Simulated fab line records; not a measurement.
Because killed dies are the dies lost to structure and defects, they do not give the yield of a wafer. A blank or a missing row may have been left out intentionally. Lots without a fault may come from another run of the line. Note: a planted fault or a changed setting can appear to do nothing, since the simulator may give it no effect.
fab line records + flow n5Finfet
record
- lots=10
- wafers=29
- lastDay=16
route steps=1938 shown HKMG_FIN@441 BEOL_M4@1111
lots that met no fault: from a run of the same line without faults
startH: the number of hours between the record's first day and the start of the first shown wafer of the lot + waitH: how many hours have passed since the lot's step before this one + " identical to the entry in the row above + L1.1+2: a single row standing in for several wafers + - value missing, or start not given + * or withheld: withheld + < > ~ a bound
route shown NAME@n: a module of which the file shows steps, and the number in the route of the first + usual: average and standard deviation across the fault-free wafers + same: alike in all rows + chamber/n: place in a boat + sites: each site's reading + _std_site: how widely they spread, as a standard deviation + _edge_site: outer sites' mean less inner sites' + radiusMm: for every site, how far away it sits from the centre of the wafer + mask NAME#n: copy n + behind: tool/chamber where the wafer was last shaped + hold: reason for holding the lot/hours on hold/outcome of the hold + device: the n, p or np transistor that did not switch + end of line: tests of these same wafers at the route's end + step lacking rows: just its recipe + killed: the dies lost at the first sort to structure and to defects; this is not the yield of the wafer + map: per-die view of a wafer (x killed, . not killed, _ where there is no die)
set.NAME: the setting the step ran with; set.NAME@STEP: the setting that earlier step ran with + model.NAME: the simulator's own value behind a step, which no gauge read
one table for each step of the route and one row for each wafer, over a sample of lots
services: the hour from which a tool's chamber was out of use, counted from the record's first day as startH (under 0 if before that day), plus the number of hours and why
## steps
# step N5_HKMG_FIN_STRIP_19
# recipe
- chemistry=N2/H2
- powerW=2500
- tempC=300
- h2Frac=0.65
- timeS=360
- pressureMtorr=withheld
- n2FlowSccm=1750
- h2FlowSccm=3250
# usual
- drypumpMotorCurrentA=5.9/0.43
- heaterPowerW=449/42
- n2FlowSccm=1750/5.3
| lot.wafer | tool           | chamber | startH | waitH | drypumpMotorCurrentA | heaterPowerW | n2FlowSccm | rfHoursCounterH |
|-----------|----------------|---------|--------|-------|----------------------|--------------|------------|-----------------|
| L723.1    | plasmaAsher-02 | 1       | 78.15  | 0.0   | 5.5                  | 507          | 1759       | 99              |
| L723.2    | "              | 0       | "      | "     | 6.0                  | 504          | 1754       | 99              |
| L723.4    | "              | 0       | "      | "     | 6.0                  | 487          | 1753       | -               |
| L724.3    | plasmaAsher-01 | 1       | 87.32  | 0.1   | 6.5                  | 417          | 1749       | -               |
| L724.4    | "              | 0       | "      | "     | 5.6                  | 424          | 1759       | -               |
| L724.6    | "              | 0       | "      | "     | 5.5                  | 426          | 1752       | -               |
| L725.1    | plasmaAsher-01 | 0       | 88.08  | 0.0   | 5.5                  | 422          | 1756       | 36              |
| L725.2    | "              | 1       | "      | "     | 6.6                  | 397          | 1755       | 36              |
| L725.4    | "              | 0       | "      | "     | 5.6                  | 436          | 1746       | -               |
| L727.2    | plasmaAsher-02 | 1       | 99.69  | 0.0   | 5.6                  | 504          | 1755       | 103             |
| L727.3    | "              | 0       | "      | "     | 6.0                  | 492          | 1752       | -               |
| L727.5    | "              | 0       | "      | "     | 6.0                  | 503          | 1740       | -               |
| L728.1    | plasmaAsher-02 | 1       | 104.77 | 0.0   | 5.5                  | 498          | 1740       | 104             |
| L728.2    | "              | 0       | "      | "     | 6.0                  | 488          | 1753       | 104             |
| L728.6    | "              | 0       | "      | "     | 6.0                  | 479          | 1741       | -               |
| L729.1    | plasmaAsher-02 | 0       | 116.37 | 0.0   | 6.0                  | 501          | 1751       | 106             |
| L729.2    | "              | 1       | "      | "     | 5.5                  | 506          | 1754       | 106             |
| L729.4    | "              | 0       | "      | "     | 5.9                  | 496          | 1750       | -               |
| L736.1    | plasmaAsher-01 | 0       | 156.47 | 0.0   | 5.6                  | 434          | 1750       | 52              |
| L736.4    | "              | 1       | "      | "     | 6.6                  | 401          | 1748       | -               |
| L737.1    | plasmaAsher-02 | 1       | 162.13 | 0.0   | 5.6                  | 525          | 1747       | 114             |
| L737.3    | "              | 1       | "      | "     | 5.6                  | 516          | 1749       | -               |
| L737.6    | "              | 0       | "      | "     | 6.0                  | 489          | 1750       | -               |
| L740.2    | plasmaAsher-02 | 1       | 177.00 | 0.0   | 5.6                  | 488          | 1761       | 117             |
| L740.3    | "              | 0       | "      | "     | 6.0                  | 499          | 1747       | -               |
| L740.5    | "              | 1       | "      | "     | 5.6                  | 508          | 1760       | -               |
| L743.2    | plasmaAsher-02 | 0       | 200.47 | 0.0   | 6.0                  | 486          | 1742       | 121             |
| L743.4    | "              | 0       | "      | "     | 6.0                  | 485          | 1750       | -               |
| L743.6    | "              | 1       | "      | "     | 5.6                  | 502          | 1749       | -               |
# step N5_HKMG_FIN_ETCHBACK_68
# recipe
- chemistry=Cl2/Ar
- stopOn=HfO2
- targetDepthA=5
- pressureMtorr=10
- icpW=600
- biasW=60
- Cl2_flow_sccm=40
- Ar_flow_sccm=60
# usual
- drypumpMotorCurrentA=5.8/0.53
- mfcArSccm=60.02/0.18
- oesProductAu=0.71/0.1
- throttleValvePct=21.06/0.23
| lot.wafer | tool        | chamber | startH | waitH | drypumpMotorCurrentA | mfcArSccm | oesProductAu | rfHoursCounterH | throttleValvePct |
|-----------|-------------|---------|--------|-------|----------------------|-----------|--------------|-----------------|------------------|
| L723.1    | rieMetal-03 | 0       | 80.21  | 0.0   | 5.2                  | 60.20     | 0.83         | 20              | 20.70            |
| L723.2    | "           | 1       | "      | "     | 6.6                  | 60.40     | 0.80         | 30              | 21.03            |
| L723.4    | "           | 0       | "      | "     | 5.2                  | 59.81     | 0.83         | -               | 20.70            |
| L724.3    | rieMetal-02 | 1       | 89.35  | 0.1   | 6.5                  | 59.95     | 0.58         | -               | 21.52            |
| L724.4    | "           | 0       | "      | "     | 5.5                  | 60.04     | 0.63         | -               | 21.03            |
| L724.6    | "           | 1       | "      | "     | 6.4                  | 60.12     | 0.58         | -               | 21.52            |
| L725.1    | rieMetal-02 | 1       | 90.31  | 0.0   | 6.5                  | 59.78     | 0.57         | 132             | 21.55            |
| L725.2    | "           | 0       | "      | "     | 5.5                  | 60.09     | 0.63         | 101             | 21.01            |
| L725.4    | "           | 0       | "      | "     | 5.5                  | 59.98     | 0.63         | -               | 21.01            |
| L727.2    | rieMetal-01 | 1       | 101.75 | 0.0   | 5.5                  | 60.07     | 0.68         | 88              | 20.93            |
| L727.3    | "           | 0       | "      | "     | 5.4                  | 59.96     | 0.83         | -               | 21.04            |
| L727.5    | "           | 0       | "      | "     | 5.4                  | 60.13     | 0.83         | -               | 21.06            |
| L728.1    | rieMetal-01 | 0       | 106.94 | 0.0   | 5.4                  | 59.96     | 0.81         | 26              | 21.06            |
| L728.2    | "           | 1       | "      | "     | 5.5                  | 60.15     | 0.67         | 88              | 20.92            |
| L728.6    | "           | 1       | "      | "     | 5.5                  | 60.45     | 0.68         | -               | 20.93            |
| L729.1    | rieMetal-02 | 1       | 118.67 | 0.0   | 6.5                  | 59.77     | 0.58         | 134             | 21.53            |
| L729.2    | "           | 0       | "      | "     | 5.5                  | 59.85     | 0.62         | 103             | 21.02            |
| L729.4    | "           | 1       | "      | "     | 6.5                  | 59.66     | 0.58         | -               | 21.55            |
| L736.1    | rieMetal-02 | 0       | 158.48 | 0.0   | 5.5                  | 59.94     | 0.62         | 107             | 21.05            |
| L736.4    | "           | 0       | "      | "     | 5.5                  | 59.96     | 0.62         | -               | 21.04            |
| L737.1    | rieMetal-03 | 1       | 164.18 | 0.0   | 6.6                  | 60.15     | 0.78         | 37              | 21.05            |
| L737.3    | "           | 0       | "      | "     | 5.2                  | 60.27     | 0.80         | -               | 20.73            |
| L737.6    | "           | 1       | "      | "     | 6.6                  | 60.29     | 0.78         | -               | 21.04            |
| L740.2    | rieMetal-02 | 0       | 179.07 | 0.1   | 5.5                  | 59.97     | 0.61         | -               | 21.02            |
| L740.3    | "           | 0       | "      | "     | 5.5                  | 60.02     | 0.62         | -               | 21.04            |
| L740.5    | "           | 0       | "      | "     | 5.5                  | 60.18     | 0.61         | -               | 21.04            |
| L743.2    | rieMetal-03 | 1       | 202.83 | 0.0   | 6.6                  | 59.96     | 0.76         | 42              | 21.05            |
| L743.4    | "           | 0       | "      | "     | 5.2                  | 60.08     | 0.79         | -               | 20.73            |
| L743.6    | "           | 0       | "      | "     | 5.2                  | 60.19     | 0.79         | -               | 20.74            |
# step N5_HKMG_FIN_ALD_72
# recipe
- material=W
- targetThkA=20
- tempC=300
- pressureTorr=7.5
- aldPrecursorFamily=WF6
- aldCoReactant=B2H6
- pulseTimeS=1
- purgeTimeS=2
- coReactantPurgeTimeS=2
- coReactantPulseTimeS=3
- aldCycles=7
# usual
- aldCycles=7/0
- chamberPressureTorr=7.501/0.016
- heaterPowerW=473/21
- precursorPulseHeightRel=0.999/0.021
# same
- coReactantPurgeTimeS=2
| lot.wafer | tool    | chamber | startH | waitH | aldCycles | chamberPressureTorr | heaterPowerW | precursorPulseHeightRel |
|-----------|---------|---------|--------|-------|-----------|---------------------|--------------|-------------------------|
| L723.1    | cvdW-02 | 1       | 81.09  | 0.2   | 7         | 7.494               | 454          | 1.014                   |
| L723.2    | "       | 0       | "      | "     | 7         | 7.489               | 450          | 0.975                   |
| L723.4    | "       | 0       | "      | "     | 7         | 7.521               | 468          | 1.011                   |
| L724.3    | cvdW-02 | 0       | 90.21  | 0.2   | 7         | 7.492               | 451          | 0.979                   |
| L724.4    | "       | 1       | "      | "     | 7         | 7.526               | 443          | 0.996                   |
| L724.6    | "       | 1       | "      | "     | 7         | 7.509               | 456          | 1.008                   |
| L725.1    | cvdW-01 | 0       | 91.19  | 0.2   | 7         | 7.510               | 499          | 1.004                   |
| L725.2    | "       | 1       | "      | "     | 7         | 7.474               | 491          | 1.003                   |
| L725.4    | "       | 0       | "      | "     | 7         | 7.515               | 514          | 0.985                   |
| L727.2    | cvdW-01 | 0       | 102.64 | 0.2   | 7         | 7.504               | 507          | 0.978                   |
| L727.3    | "       | 0       | "      | "     | 7         | 7.508               | 508          | 1.028                   |
| L727.5    | "       | 1       | "      | "     | 7         | 7.491               | 480          | 1.002                   |
| L728.1    | cvdW-02 | 1       | 107.87 | 0.2   | 7         | 7.486               | 464          | 1.005                   |
| L728.2    | "       | 0       | "      | "     | 7         | 7.516               | 464          | 0.998                   |
| L728.6    | "       | 0       | "      | "     | 7         | 7.498               | 465          | 1.018                   |
| L729.1    | cvdW-01 | 1       | 119.56 | 0.2   | 7         | 7.499               | 480          | 1.014                   |
| L729.2    | "       | 0       | "      | "     | 7         | 7.495               | 509          | 0.997                   |
| L729.4    | "       | 0       | "      | "     | 7         | 7.499               | 512          | 1.005                   |
| L736.1    | cvdW-02 | 0       | 159.37 | 0.2   | 6         | 7.499               | 452          | 1.029                   |
| L736.4    | "       | 0       | "      | "     | 7         | 7.507               | 463          | 1.009                   |
| L737.1    | cvdW-02 | 0       | 165.07 | 0.2   | 6         | 7.460               | 452          | 1.009                   |
| L737.3    | "       | 1       | "      | "     | 7         | 7.490               | 466          | 1.021                   |
| L737.6    | "       | 1       | "      | "     | 6         | 7.511               | 467          | 1.002                   |
| L740.2    | cvdW-01 | 1       | 180.04 | 0.2   | 7         | 7.566               | 487          | 1.002                   |
| L740.3    | "       | 0       | "      | "     | 7         | 7.490               | 503          | 1.001                   |
| L740.5    | "       | 0       | "      | "     | 7         | 7.511               | 518          | 0.991                   |
| L743.2    | cvdW-01 | 1       | 203.79 | 0.2   | 7         | 7.520               | 491          | 0.991                   |
| L743.4    | "       | 1       | "      | "     | 7         | 7.537               | 490          | 0.987                   |
| L743.6    | "       | 1       | "      | "     | 7         | 7.511               | 494          | 0.984                   |
# step N5_HKMG_FIN_CMP_94
# recipe
- stopOn=SiNx
- postCmpClean=wDiluteNh4oh
- tOverpolishS=4.7
- downForcePsi=4
- platenRpm=50.289
- padVelocityMS=1.0006
- targetThkNm=43.299
# usual
- motorCurrentA=12.5/1.4
| lot.wafer | tool   | chamber | startH | waitH | motorCurrentA |
|-----------|--------|---------|--------|-------|---------------|
| L723.2    | cmp-04 | 3       | 81.74  | 0.4   | 13.9          |
| L723.4    | "      | 1       | "      | "     | 13.5          |
| L723.1    | "      | 2       | "      | "     | 11.5          |
| L724.4    | cmp-01 | 0       | 90.84  | 0.4   | 13.2          |
| L724.3    | "      | 3       | "      | "     | 10.4          |
| L724.6    | "      | 1       | "      | "     | 10.8          |
| L725.2    | cmp-01 | 2       | 91.87  | 0.3   | 13.2          |
| L725.4    | "      | 3       | "      | "     | 10.6          |
| L725.1    | "      | 0       | "      | "     | 14.4          |
| L727.3    | cmp-01 | 0       | 103.29 | 0.4   | 13.6          |
| L727.2    | "      | 3       | "      | "     | 11.1          |
| L727.5    | "      | 0       | "      | "     | 13.0          |
| L728.1    | cmp-01 | 3       | 108.52 | 0.4   | 10.7          |
| L728.2    | "      | 1       | "      | "     | 11.1          |
| L728.6    | "      | 3       | "      | "     | 10.3          |
| L729.1    | cmp-01 | 2       | 120.21 | 0.4   | 13.6          |
| L729.2    | "      | 0       | "      | "     | 13.7          |
| L729.4    | "      | 1       | "      | "     | 10.6          |
| L736.1    | cmp-02 | 0       | 160.02 | 0.4   | 12.3          |
| L736.4    | "      | 2       | "      | "     | 11.8          |
| L737.1    | cmp-01 | 3       | 165.76 | 0.3   | 10.0          |
| L737.3    | "      | 0       | "      | "     | 13.4          |
| L737.6    | "      | 3       | "      | "     | 11.1          |
| L740.3    | cmp-04 | 1       | 180.69 | 0.4   | 14.5          |
| L740.2    | "      | 0       | "      | "     | 11.4          |
| L740.5    | "      | 2       | "      | "     | 11.4          |
| L743.2    | cmp-04 | 1       | 204.47 | 0.3   | 14.4          |
| L743.4    | "      | 3       | "      | "     | 13.6          |
| L743.6    | "      | 1       | "      | "     | 14.3          |
# step N5_BEOL_M4_RC_MEAS_101
# usual
- DIBL_N=36.7/2.4
- DIBL_P=37.4/2.9
- IOFF_N=0.18/0.05
- IOFF_P=0.23/0.058
- ION_N=683/16
- ION_P=467/11
- SS_N=71.7/0.77
- SS_P=73.5/0.87
- VT_N=249/4.3
- VT_P=-250/4.4
| lot.wafer | tool      | chamber | startH | waitH | DIBL_N[mV/V] | DIBL_P[mV/V] | IOFF_N[nA/um] | IOFF_P[nA/um] | ION_N[uA/um] | ION_P[uA/um] | SS_N[mV/dec] | SS_P[mV/dec] | VT_N[mV] | VT_P[mV] |
|-----------|-----------|---------|--------|-------|--------------|--------------|---------------|---------------|--------------|--------------|--------------|--------------|----------|----------|
| L723.1    | prober-01 | 0       | 157.25 | 0.8   | 38.7         | 41.7         | 0.22          | 0.29          | 691          | 467          | 72.6         | 75.5         | 244      | -248     |
| L723.2    | "         | 0       | "      | "     | 35.2         | 37.8         | 0.16          | 0.22          | 671          | 461          | 71.3         | 73.5         | 251      | -251     |
| L723.4    | "         | 0       | "      | "     | 33.1         | 33.2         | 0.11          | 0.14          | 657          | 456          | 71.1         | 72.6         | 254      | -257     |
| L725.1    | prober-01 | 0       | 173.25 | 0.0   | 40.3         | 40.8         | 0.21          | 0.26          | 705          | 477          | 72.5         | 74.6         | 248      | -248     |
| L725.2    | "         | 0       | "      | "     | 39.0         | 38.0         | 0.17          | 0.21          | 685          | 461          | 72.2         | 73.5         | 250      | -254     |
| L725.4    | "         | 0       | "      | "     | 38.0         | 38.5         | 0.17          | 0.23          | 665          | 456          | 71.6         | 73.4         | 250      | -252     |
| L724.3    | prober-02 | 0       | 176.21 | 0.3   | 35.9         | 34.4         | 0.14          | 0.17          | 669          | 455          | 71.1         | 72.3         | 254      | -253     |
| L724.4    | "         | 0       | "      | "     | 35.8         | 36.3         | 0.16          | 0.21          | 697          | 481          | 71.3         | 73.1         | 247      | -251     |
| L724.6    | "         | 0       | "      | "     | 38.7         | 38.9         | 0.21          | 0.25          | 704          | 479          | 71.7         | 74.3         | 247      | -248     |
| L727.2    | prober-01 | 0       | 190.50 | 0.2   | 37.9         | 36.9         | 0.17          | 0.20          | 657          | 450          | 72.0         | 73.5         | 251      | -251     |
| L727.3    | "         | 0       | "      | "     | 33.1         | 32.0         | 0.11          | 0.14          | 679          | 458          | 71.3         | 71.7         | 252      | -257     |
| L727.5    | "         | 0       | "      | "     | 34.5         | 32.7         | 0.12          | 0.14          | 660          | 447          | 70.7         | 72.0         | 257      | -256     |
| L728.1    | prober-01 | 0       | 195.96 | 0.0   | 36.8         | 38.4         | 0.15          | 0.23          | 665          | 467          | 71.2         | 74.1         | 253      | -250     |
| L728.2    | "         | 0       | "      | "     | 39.4         | 42.4         | 0.25          | 0.32          | 709          | 489          | 73.4         | 74.4         | 245      | -246     |
| L728.6    | "         | 0       | "      | "     | 35.4         | 37.2         | 0.14          | 0.21          | 668          | 464          | 71.2         | 74.1         | 254      | -254     |
| L729.1    | prober-01 | 0       | 201.04 | 0.0   | 36.1         | 36.6         | 0.17          | 0.26          | 687          | 481          | 71.3         | 73.1         | 246      | -246     |
| L729.2    | "         | 0       | "      | "     | 37.2         | 36.7         | 0.17          | 0.24          | 664          | 454          | 72.0         | 73.6         | 249      | -246     |
| L729.4    | "         | 0       | "      | "     | 36.5         | 36.5         | 0.17          | 0.24          | 688          | 474          | 71.9         | 73.3         | 249      | -248     |
| L736.1    | prober-01 | 0       | 244.39 | 0.0   | 39.9         | 40.6         | 0.24          | 0.30          | 686          | 472          | 72.7         | 74.0         | 245      | -245     |
| L736.4    | "         | 0       | "      | "     | 40.1         | 41.1         | 0.24          | 0.30          | 701          | 468          | 73.2         | 74.5         | 249      | -246     |
| L737.1    | prober-02 | 0       | 251.41 | 0.0   | 40.2         | 40.8         | 0.23          | 0.29          | 690          | 473          | 73.1         | 74.3         | 243      | -246     |
| L737.3    | "         | 0       | "      | "     | 36.4         | 36.5         | 0.16          | 0.22          | 691          | 476          | 71.3         | 72.9         | 247      | -249     |
| L737.6    | "         | 0       | "      | "     | 40.9         | 42.7         | 0.29          | 0.33          | 711          | 480          | 72.8         | 74.5         | 238      | -242     |
| L740.2    | prober-02 | 0       | 260.05 | 0.2   | 34.8         | 37.0         | 0.14          | 0.21          | 662          | 461          | 71.4         | 73.7         | 254      | -249     |
| L740.3    | "         | 0       | "      | "     | 32.5         | 34.5         | 0.11          | 0.17          | 665          | 463          | 70.2         | 72.6         | 258      | -253     |
| L740.5    | "         | 0       | "      | "     | 34.2         | 36.5         | 0.13          | 0.19          | 658          | 460          | 70.7         | 73.0         | 255      | -252     |
| L743.2    | prober-01 | 0       | 285.61 | 0.2   | 37.9         | 40.9         | 0.19          | 0.23          | 669          | 459          | 72.2         | 73.8         | 248      | -251     |
| L743.4    | "         | 0       | "      | "     | 34.5         | 35.3         | 0.13          | 0.15          | 664          | 449          | 71.4         | 72.8         | 251      | -256     |
| L743.6    | "         | 0       | "      | "     | 35.7         | 38.1         | 0.16          | 0.19          | 666          | 449          | 71.5         | 73.4         | 247      | -254     |
## services
| tool           | chamber | startH | hours | kind                          |
|----------------|---------|--------|-------|-------------------------------|
| cmp-01         | -       | 70.69  | 3.3   | pm                            |
| cmp-01         | -       | 77.15  | 3.3   | repair                        |
| cmp-02         | -       | 82.18  | 4.6   | pm                            |
| rieMetal-03    | -       | 87.97  | 1.4   | pm                            |
| cmp-02         | -       | 94.45  | 6.7   | repair                        |
| cvdW-01        | -       | 98.42  | 1.7   | repair                        |
| plasmaAsher-02 | -       | 98.70  | 0.7   | repair                        |
| cvdW-02        | 1       | 108.60 | 7.4   | repair                        |
| cvdW-01        | 1       | 120.64 | 10.3  | repair                        |
| cmp-04         | -       | 123.58 | 4.3   | pm                            |
| cvdW-02        | -       | 140.14 | 6.9   | pm                            |
| cmp-01         | -       | 151.31 | 0.8   | repair                        |
| cmp-01         | -       | 156.57 | 4.0   | pm                            |
| cmp-01         | -       | 160.57 | -     | consumableReplace:conditioner |
| cmp-01         | -       | 160.57 | -     | consumableReplace:pad         |
| cvdW-01        | 0       | 167.86 | 4.6   | repair                        |
| cmp-04         | -       | 176.16 | 0.5   | repair                        |
| rieMetal-02    | -       | 177.63 | 0.5   | repair                        |
| cmp-01         | -       | 180.06 | 2.0   | repair                        |
| cmp-04         | -       | 183.18 | 3.0   | repair                        |
| cmp-02         | -       | 193.29 | 4.0   | pm                            |
| rieMetal-01    | -       | 195.47 | 1.3   | repair                        |
| cmp-02         | -       | 197.29 | 14.1  | pm                            |
| cvdW-02        | -       | 202.59 | 2.8   | pm                            |
## key
firstSign
- step=N5_HKMG_FIN_ALD_72
- reading=aldCycles
- direction=down
- sigmas=99+
- usual=*
- struck=*
effect none on later readings
metAt N5_HKMG_FIN_ALD_72
struckLots L736,L737
struckWafers L736.1,L737.1,L737.6
notActingAt N5_HKMG_FIN_STRIP_19,N5_HKMG_FIN_ETCHBACK_68,N5_HKMG_FIN_CMP_94
onsetBetween 107.87 159.37
fault
- kind=processParameterDrift
- tool=cvdW-02
- chamber=-
- onsetH=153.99
- steps=N5_HKMG_FIN_ALD_72
- channel=aldCycles
- offset=*
- shape=step
- endH=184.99
- scope=struckWafersOnly
- stated=*
